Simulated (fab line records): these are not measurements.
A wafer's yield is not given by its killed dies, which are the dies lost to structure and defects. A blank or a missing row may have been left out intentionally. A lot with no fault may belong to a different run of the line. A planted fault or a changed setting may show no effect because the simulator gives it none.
Which of the tools did it?	flow n5Finfet	13 lots, 38 wafers sampled, at 4 steps of a route of 1938

== WHAT EACH GAUGE READ, for each wafer ==
N5_BEOL_M10_THK_MEAS_01. Usual: M10_ILD_THK gives 267 nm (standard deviation 3.9).
lot	measured	on	M10_ILD_THK (nm)	flag
L568	day 10 08:41	filmMetro-02	267 272 270	
L573	day 11 22:47	filmMetro-02	264 261 268	
L572	day 11 23:11	filmMetro-01	270 268 270	
L576	day 12 10:56	filmMetro-01	269 271 272	
L575	day 12 11:13	filmMetro-01	264 269 267	
L577	day 12 14:42	filmMetro-02	267 273 269	
L581	day 13 14:30	filmMetro-02	264 266 270	
L580	day 13 15:32	filmMetro-02	260 269 265	
L583	day 14 05:15	filmMetro-01	258 263 269	
L582	day 14 10:20	filmMetro-01	268 273 270	
L588	day 15 19:13	filmMetro-01	264 268 265	
L590	day 15 20:44	filmMetro-01	264 267 271	
L591	day 16 09:14	filmMetro-02	262 270	

N5_BEOL_M10_CD_MEAS_11: the cd target is 64.1 nm. Usual: cdNm 64.2 nm, standard deviation 0.72.
lot	measured	on	cdNm (nm)	flag
L568	day 10 09:28	cdSem-02	63.1 63.0 63.8	
L573	day 11 23:46	cdSem-02	63.3 64.8 64.7	
L572	day 12 00:23	cdSem-03	65.2 64.9 64.8	
L576	day 12 12:32	cdSem-02	65.0 64.5 64.7	
L575	day 12 12:43	cdSem-03	63.5 62.9 63.5	
L577	day 12 17:38	cdSem-02	63.6 63.4 63.8	
L581	day 13 16:00	cdSem-03	64.2 63.8 64.2	
L580	day 13 17:03	cdSem-02	64.8 64.6 65.4	
L583	day 14 08:23	cdSem-01	63.0 63.6 63.1	
L582	day 14 11:36	cdSem-01	64.3 64.5 64.7	
L588	day 15 19:49	cdSem-01	65.3 64.6 64.2	
L590	day 15 21:38	cdSem-03	64.3 64.0 63.6	
L591	day 16 11:17	cdSem-02	64.7 63.8	

== WHAT TOOL EACH LOT RAN ON (gives the tool, then ch and the chambers of the sampled wafers, and finally the start) ==
lot	N5_BEOL_M10_CURE_71	N5_BEOL_M10_COAT_05
L568	uvCure-02 ch 2, day 10 08:20	lithoTrack-05 ch 0, day 10 09:06
L573	uvCure-01 ch 2, day 11 22:16	lithoTrack-02 ch 0, day 11 23:25
L572	uvCure-02 ch 1, day 11 22:46	lithoTrack-02 ch 0, day 12 00:09
L576	uvCure-01 ch 0, day 12 10:30	lithoTrack-05 ch 0, day 12 12:11
L575	uvCure-03 ch 2, day 12 10:51	lithoTrack-03 ch 0, day 12 12:13
L577	uvCure-03 ch 1, day 12 14:11	lithoTrack-02 ch 0, day 12 17:17
L581	uvCure-01 ch 0, day 13 13:59	lithoTrack-05 ch 0, day 13 15:46
L580	uvCure-02 ch 0, day 13 15:06	lithoTrack-03 ch 0, day 13 16:41
L583	uvCure-01 ch 1, day 14 04:16	lithoTrack-05 ch 0, day 14 08:01
L582	uvCure-02 ch 0, day 14 09:50	lithoTrack-05 ch 0, day 14 11:22
L588	uvCure-03 ch 0, day 15 18:52	lithoTrack-02 ch 0, day 15 19:28
L590	uvCure-01 ch 1, day 15 20:22	lithoTrack-02 ch 0, day 15 21:23
L591	uvCure-01 ch 0, day 16 08:48	lithoTrack-02 ch 0, day 16 11:03
- N5_BEOL_M10_CURE_71: cures SiCOH lowk, time 240 s.
- N5_BEOL_M10_COAT_05: resist thk 90 nm.

== AS READ BY THE TOOLS THEMSELVES (means over the sampled wafers that have a number; for cases with no such wafer, the mark the record gives instead) ==
N5_BEOL_M10_CURE_71. Usual: lampPowerPct 52.32 %, standard deviation 0.054; wafer_temp_C_max 386.9, standard deviation 0.69.
lot	tool	lampPowerPct (%)	wafer_temp_C_max	flag
L568	uvCure-02	52.39	386.2	
L573	uvCure-01	52.34	387.9	
L572	uvCure-02	52.33	387.0	
L576	uvCure-01	52.30	386.9	
L575	uvCure-03	52.31	386.7	
L577	uvCure-03	52.33	386.2	
L581	uvCure-01	52.38	387.0	
L580	uvCure-02	52.33	388.4	
L583	uvCure-01	52.35	386.8	
L582	uvCure-02	52.29	387.4	
L588	uvCure-03	52.32	385.8	
L590	uvCure-01	52.33	386.7	
L591	uvCure-01	52.29	386.6	

N5_BEOL_M10_COAT_05. Usual: spinSpeedRpm 1499.9 rpm, standard deviation 0.92.
lot	tool	spinSpeedRpm (rpm)	flag
L568	lithoTrack-05	1499.5	
L573	lithoTrack-02	1499.4	
L572	lithoTrack-02	1499.7	
L576	lithoTrack-05	1499.3	
L575	lithoTrack-03	1500.3	
L577	lithoTrack-02	1501.3	
L581	lithoTrack-05	1572.5	OFF
L580	lithoTrack-03	1499.8	
L583	lithoTrack-05	1572.6	OFF
L582	lithoTrack-05	1572.5	OFF
L588	lithoTrack-02	1499.8	
L590	lithoTrack-02	1500.4	
L591	lithoTrack-02	1499.7	

== THE ANSWER, worked out from the rows above alone ==
Rule: take the mean of a lot's wafers that have a number; if it is more than 3 standard deviations from the usual mean, the lot is off. Also off: a lot with no number at a reading for which 4 or more lots have one. All remaining lots with rows at the step are treated as sound. First the gauges in route order, then the tools' own readings, where a lot's mean is used as printed above. The first step at which some lot is off is used, and at that step the reading that is off furthest; a lot without a number counts as furthest.
Off: L581, L583, L582 (N5_BEOL_M10_COAT_05, spinSpeedRpm).
If a tool, at that step or one of the process steps before it, ran each lot that is off and ran no sound lot following the first of them, it fits. One fits: N5_BEOL_M10_COAT_05 on lithoTrack-05. Its last sound lot is L576 (day 12 12:11), its first lot that is off L581 (day 13 15:46): a fault that began between those two fits.
On the lots that are off, the tool's own readings at N5_BEOL_M10_COAT_05 differ by more than 5 times the standard deviation of the sound lots' means, which bears it out; spinSpeedRpm reads 1572.5 rpm there versus 1499.9 rpm on the sound lots.

== WHAT THE SIMULATOR PUT IN ==
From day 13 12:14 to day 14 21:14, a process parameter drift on lithoTrack-05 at N5_BEOL_M10_COAT_05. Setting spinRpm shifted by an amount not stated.
Lots struck among those shown: L581, L583, L582. The same result came from the rule above.
